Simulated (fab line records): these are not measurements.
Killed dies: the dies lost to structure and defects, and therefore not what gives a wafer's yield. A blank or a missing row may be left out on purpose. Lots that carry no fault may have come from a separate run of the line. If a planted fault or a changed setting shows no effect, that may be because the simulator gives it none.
Matching of chambers || flow n5Finfet || N5_BEOL_M7_ETCH_72 on rieDiel-06: 4 sister chambers
The step etches underlayer in N2/H2, target depth 6.5 nm, time 5.2 s. 14 wafers are shown with their chamber, then 7 later ones without.

EACH WAFER AND ITS CHAMBER
{"wafer": "L077.2", "chamber": 3, "showerheadPlenumPTorr (Torr)": 2.59, "oesProductAu (a.u.)": 0.81, "etchRfOnTimeS (s)": 4.76}
{"wafer": "L077.3", "chamber": 2, "showerheadPlenumPTorr (Torr)": 2.49, "oesProductAu (a.u.)": 0.59, "etchRfOnTimeS (s)": 5.26}
{"wafer": "L077.5", "chamber": 2, "showerheadPlenumPTorr (Torr)": 2.49, "oesProductAu (a.u.)": 0.59, "etchRfOnTimeS (s)": 5.27}
{"wafer": "L078.2", "chamber": 3, "showerheadPlenumPTorr (Torr)": 2.58, "oesProductAu (a.u.)": 0.80, "etchRfOnTimeS (s)": 4.84}
{"wafer": "L078.4", "chamber": 0, "showerheadPlenumPTorr (Torr)": 2.56, "oesProductAu (a.u.)": 0.63, "etchRfOnTimeS (s)": 5.32}
{"wafer": "L078.5", "chamber": 3, "showerheadPlenumPTorr (Torr)": 2.58, "oesProductAu (a.u.)": 0.79, "etchRfOnTimeS (s)": 4.83}
{"wafer": "L079.4", "chamber": 3, "showerheadPlenumPTorr (Torr)": 2.58, "oesProductAu (a.u.)": 0.78, "etchRfOnTimeS (s)": 4.83}
{"wafer": "L079.5", "chamber": 0, "showerheadPlenumPTorr (Torr)": 2.55, "oesProductAu (a.u.)": 0.63, "etchRfOnTimeS (s)": 5.32}
{"wafer": "L079.6", "chamber": 1, "showerheadPlenumPTorr (Torr)": 2.64, "oesProductAu (a.u.)": 0.67, "etchRfOnTimeS (s)": 5.24}
{"wafer": "L084.1", "chamber": 3, "showerheadPlenumPTorr (Torr)": 2.58, "oesProductAu (a.u.)": 0.77, "etchRfOnTimeS (s)": 4.80}
{"wafer": "L084.4", "chamber": 0, "showerheadPlenumPTorr (Torr)": 2.55, "oesProductAu (a.u.)": 0.63, "etchRfOnTimeS (s)": 5.29}
{"wafer": "L084.5", "chamber": 1, "showerheadPlenumPTorr (Torr)": 2.64, "oesProductAu (a.u.)": 0.65, "etchRfOnTimeS (s)": 5.22}
{"wafer": "L085.2", "chamber": 3, "showerheadPlenumPTorr (Torr)": 2.58, "oesProductAu (a.u.)": 0.77, "etchRfOnTimeS (s)": 4.88}
{"wafer": "L085.3", "chamber": 1, "showerheadPlenumPTorr (Torr)": 2.63, "oesProductAu (a.u.)": 0.66, "etchRfOnTimeS (s)": 5.29}

SIGNATURES, as means of the wafers listed above
{"reading": "showerheadPlenumPTorr", "chamber 0": 2.5533, "chamber 1": 2.6367, "chamber 2": 2.4900, "chamber 3": 2.5817, "scatter within a chamber": 0.00465}
{"reading": "oesProductAu", "chamber 0": 0.6300, "chamber 1": 0.6600, "chamber 2": 0.5900, "chamber 3": 0.7867, "scatter within a chamber": 0.0124}
{"reading": "etchRfOnTimeS", "chamber 0": 5.3100, "chamber 1": 5.2500, "chamber 2": 5.2650, "chamber 3": 4.8233, "scatter within a chamber": 0.0337}
Rule: for each reading, subtract the chamber's mean from the wafer's reading, divide by that reading's scatter and square the result; add these up over the readings and take the root, which gives the wafer's distance from the chamber. If the next closest chamber is less than 2 further off than the closest, the wafer can't be placed; otherwise it belongs to the closest. How the scatter is found: for the shown wafers, subtract from each reading the mean of its chamber, square and add these, divide the total by (wafers less chambers), then take the root.

WAFERS WHOSE CHAMBER IS MISSING
{"wafer": "L085.4", "showerheadPlenumPTorr (Torr)": 2.55, "oesProductAu (a.u.)": 0.62, "etchRfOnTimeS (s)": 5.40}
{"wafer": "L088.2", "showerheadPlenumPTorr (Torr)": 2.48, "oesProductAu (a.u.)": 0.80, "etchRfOnTimeS (s)": 5.06}
{"wafer": "L088.5", "showerheadPlenumPTorr (Torr)": 2.48, "oesProductAu (a.u.)": 0.80, "etchRfOnTimeS (s)": 5.03}
{"wafer": "L088.6", "showerheadPlenumPTorr (Torr)": 2.57, "oesProductAu (a.u.)": 0.75, "etchRfOnTimeS (s)": 4.87}
{"wafer": "L093.2", "showerheadPlenumPTorr (Torr)": 2.63, "oesProductAu (a.u.)": 0.64, "etchRfOnTimeS (s)": 5.21}
{"wafer": "L093.3", "showerheadPlenumPTorr (Torr)": 2.48, "oesProductAu (a.u.)": 0.77, "etchRfOnTimeS (s)": 5.11}
{"wafer": "L093.6", "showerheadPlenumPTorr (Torr)": 2.57, "oesProductAu (a.u.)": 0.76, "etchRfOnTimeS (s)": 4.79}

WHICH CHAMBER EACH WENT THROUGH
{"wafer": "L085.4", "from the rows above": 0, "in truth": 0}
{"wafer": "L088.2", "from the rows above": 2, "in truth": 2}
{"wafer": "L088.5", "from the rows above": 2, "in truth": 2}
{"wafer": "L088.6", "from the rows above": 3, "in truth": 3}
{"wafer": "L093.2", "from the rows above": 1, "in truth": 1}
{"wafer": "L093.3", "from the rows above": 2, "in truth": 2}
{"wafer": "L093.6", "from the rows above": 3, "in truth": 3}
Correct placement for 7 of the 7. From these rows, 0 cannot be placed. Number placed wrongly: 0.
